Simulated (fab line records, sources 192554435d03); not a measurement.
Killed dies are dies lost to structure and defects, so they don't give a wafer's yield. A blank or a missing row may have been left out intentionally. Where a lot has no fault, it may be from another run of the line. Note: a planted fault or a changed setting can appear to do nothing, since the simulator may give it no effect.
Code-filled problem report in 8D (eight disciplines) form :: flow n5_finfet :: the parts of the form that need people (team, actions taken, sign-off) are left out

1. THE ISSUE
N5_BEOL_M9_ETCH_66, bias_w: mean 136.9 W over 1 wafer from 1 lot; wafers with no fault: 149.9 W, standard deviation 0.45. That is -29 standard deviations from the usual mean.
The step: etches SOC in N2/H2, target depth 80 nm, overetch 16 nm, time 120 s.
Seen first at day 18 05:01 on rie_diel-02, wafer L363.3. At this step, 30 wafers from 10 lots have a number in the record. Rule for "out", or "out of limits": more than 4 standard deviations from the usual mean. The other wafers with a number count as sound.

2. WHAT IT IS, WHAT IT ISN'T
question: which readings at this step
is: bias_w, rf_vpp_V
is not: drypump_motor_current_A, oes_product_au, showerhead_plenum_p_Torr, throttle_valve_pct

question: which lots
is: L363
is not: L347, L348, L351, L352, L353, L354, L355, L365, L366

question: which wafers of those lots
is: L363.3
is not: L363.2, L363.4

question: read on which tools
is: rie_diel-02
is not: rie_diel-05, rie_diel-06

question: when
is: from day 18 05:01
is not: up to then (26 sound wafers); but 3 sound wafers of L366 came after

3. WHAT RULES OUT EACH SUSPECT
Counting: if a tool at a process step up to the reading ran every lot that is out, it stays a suspect. Sound lots after the first of them don't rule it out here, since some wafers of a struck lot are sound.
- rie_metal-03 at N5_BEOL_M9_HM_OPEN_17 (chemistry Cl2/BCl3, target TiN, target depth 20 nm, overetch 6 nm): kept. It ran the lot that is out, L363 (day 18 02:17).
- rie_diel-02 at N5_BEOL_M9_ETCH_76 (etches underlayer in N2/H2, target depth 6.5 nm, time 5.2 s): kept. It processed L363, the lot that is out, at day 18 04:58, and its most recent sound lot before then was L354 at day 16 23:49.
- rie_diel-02 at N5_BEOL_M9_ETCH_66 (etches SOC in N2/H2, target depth 80 nm, overetch 16 nm, time 120 s): kept. It processed L363, the lot that is out, at day 18 05:01, and its most recent sound lot before then was L354 at day 16 23:52. On those wafers its own readings are out: bias_w, rf_vpp_V.
- rie_diel-02, N5_BEOL_M9_ETCH_76: wafers that are out in chamber 0, sound lot-mates in chambers 1, 2.
- rie_diel-02, N5_BEOL_M9_ETCH_66: wafers that are out in chamber 0, sound lot-mates in chambers 1, 2.
Left after counting: rie_metal-03 at N5_BEOL_M9_HM_OPEN_17, rie_diel-02 at N5_BEOL_M9_ETCH_76, rie_diel-02 at N5_BEOL_M9_ETCH_66.

4. THE CAUSE (what the simulator had put in)
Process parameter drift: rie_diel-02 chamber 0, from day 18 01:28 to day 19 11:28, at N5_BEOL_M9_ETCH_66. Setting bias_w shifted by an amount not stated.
This tool is one of the 3 suspects left after counting.

5. SEQUENCE OF EFFECTS, ordered by route
Each row: a reading where the mean over the struck wafers with a number is more than 3 standard deviations away from the usual. Only readings whose record carries a usual standard deviation are examined. hours: median over the lots of the time between each lot's start at the first step of this table that gives one and its start at this step. sigmas: the change, counted in usual standard deviations.
hours: 0
step: N5_BEOL_M9_ETCH_66
reading: bias_w
usual: 149.9 W
on struck wafers: 136.9
change: -13.0
sigmas: -29

hours: 0
step: N5_BEOL_M9_ETCH_66
reading: rf_vpp_V
usual: 524.4 V
on struck wafers: 498.3
change: -26.1
sigmas: -9.7
It contains these process steps:
- N5_BEOL_M9_ETCH_66: etches SOC in N2/H2, target depth 80 nm, overetch 16 nm, time 120 s.

6. HOW IT WOULD HAVE BEEN CAUGHT EARLIER
The fault began at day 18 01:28; the first out-of-limits reading in this record came at day 18 05:01, 4 hours later.
